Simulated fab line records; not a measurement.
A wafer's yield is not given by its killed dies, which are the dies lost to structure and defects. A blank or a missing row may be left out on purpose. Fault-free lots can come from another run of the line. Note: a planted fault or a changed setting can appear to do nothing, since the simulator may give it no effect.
Split-lot experiment	flow n5Finfet	route with 1938 steps; 7 lots, 39 wafers read

== THE SPLIT ITSELF ==
At N5_MIM_BOT_LITHO_DEVELOP_07 (develop time 60 s), the setting developTimeS was moved away from the recipe's 60 s on 6 of the 39 wafers read, by -58.6% to -54.7%. For the rest of the wafers, this setting stayed at what the recipe calls for.

== BETWEEN THE SPLIT AND THE READING: the file shows 1 step in between ==
- N5_MIM_BOT_LITHO_HARDBAKE_09: time 120 s

== THE READING ==
cdNm (nm) at N5_MIM_BOT_LITHO_CD_MEAS_08, where the cd target is 3000 nm. Typical for fault-free wafers on this fab line: 3000.0 nm, with standard deviation 1.8 nm.

wafer	tool, chamber at the split	developTimeS as run, s	against the recipe	cdNm, nm	against lot-mates on the recipe
L079.1	lithoTrack-01, 0	24.83	-58.6%	2980.5	-18.2
L079.2	lithoTrack-01, 0	60	recipe	2997.3	-
L079.3	lithoTrack-01, 0	24.83	-58.6%	2980.4	-18.3
L079.4	lithoTrack-01, 0	24.83	-58.6%	2981.4	-17.3
L079.5	lithoTrack-01, 0	60	recipe	2999.0	-
L079.6	lithoTrack-01, 0	60	recipe	2999.9	-
L083.1	lithoTrack-01, 0	60	recipe	2998.6	-
L083.2	lithoTrack-01, 0	60	recipe	3001.6	-
L083.3	lithoTrack-01, 0	60	recipe	3000.7	-
L083.4	lithoTrack-01, 0	60	recipe	2997.0	-
L083.5	lithoTrack-01, 0	60	recipe	2998.5	-
L083.6	lithoTrack-01, 0	60	recipe	2998.1	-
L089.1	lithoTrack-01, 0	60	recipe	3001.2	-
L089.2	lithoTrack-01, 0	60	recipe	3002.8	-
L089.3	lithoTrack-01, 0	60	recipe	3002.7	-
L089.4	lithoTrack-01, 0	60	recipe	3002.1	-
L089.5	lithoTrack-01, 0	60	recipe	3001.5	-
L089.6	lithoTrack-01, 0	60	recipe	3000.3	-
L087.1	lithoTrack-01, 0	60	recipe	3000.6	-
L087.2	lithoTrack-01, 0	60	recipe	2999.2	-
L087.3	lithoTrack-01, 0	60	recipe	2996.5	-
L087.4	lithoTrack-01, 0	60	recipe	2997.5	-
L087.5	lithoTrack-01, 0	60	recipe	3000.5	-
L087.6	lithoTrack-01, 0	60	recipe	2999.0	-
L091.1	lithoTrack-01, 0	60	recipe	3000.3	-
L091.3	lithoTrack-01, 0	60	recipe	3000.0	-
L091.4	lithoTrack-01, 0	60	recipe	3000.5	-
L095.1	lithoTrack-04, 0	60	recipe	3001.9	-
L095.2	lithoTrack-04, 0	60	recipe	3000.1	-
L095.3	lithoTrack-04, 0	60	recipe	3001.1	-
L095.4	lithoTrack-04, 0	60	recipe	3001.1	-
L095.5	lithoTrack-04, 0	60	recipe	3001.1	-
L095.6	lithoTrack-04, 0	60	recipe	3002.5	-
L096.1	lithoTrack-04, 0	60	recipe	3002.8	-
L096.2	lithoTrack-04, 0	60	recipe	2998.3	-
L096.3	lithoTrack-04, 0	27.16	-54.7%	2986.1	-13.9
L096.4	lithoTrack-04, 0	60	recipe	2998.8	-
L096.5	lithoTrack-04, 0	27.16	-54.7%	2984.9	-15.1
L096.6	lithoTrack-04, 0	27.16	-54.7%	2986.4	-13.6

FIT RESULTS
A straight line over all 39 wafers: cdNm changes by +0.298 nm for each +1% of developTimeS; r = +0.96; the points scatter about the line by 1.8 nm.
The same after taking each lot's own level away (the mean of its wafers on the recipe; 39 wafers): +0.284 nm for each +1%; r = +0.98; scatter 1.3 nm.
The reading moves by 17 nm for the largest change in developTimeS, on that fit.
The span of the lots' own levels, 2998.73 to 3001.77 nm, comes to 1.7 times the standard deviation stated above.
So the lot-to-lot level changes the slope little: the two slopes agree.
Check: with one of the wafers moved furthest among these (-58.6%) left out of the fit, the line predicts -16.3 nm for it against its lot-mates. Against them it came out at -18.2 nm.

== OTHER SPLITS ON THESE WAFERS ==
Note: prior to the reading, these wafers also went through further splits. Each is held against what the fit with the lots' levels taken away leaves over:
other split on the same wafers	wafers away from the commonest value	r with cdNm (lot level and that fit taken away)
N5_BEOL_M11_DESCUM_16 timeS	6	+0.10
N5_BEOL_M14_TRENCH_ETCH_34 timeS	12	+0.07

== THE FILE'S OWN FIT ==
cdNm changes by +0.285 nm for each +1% of developTimeS, r = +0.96.
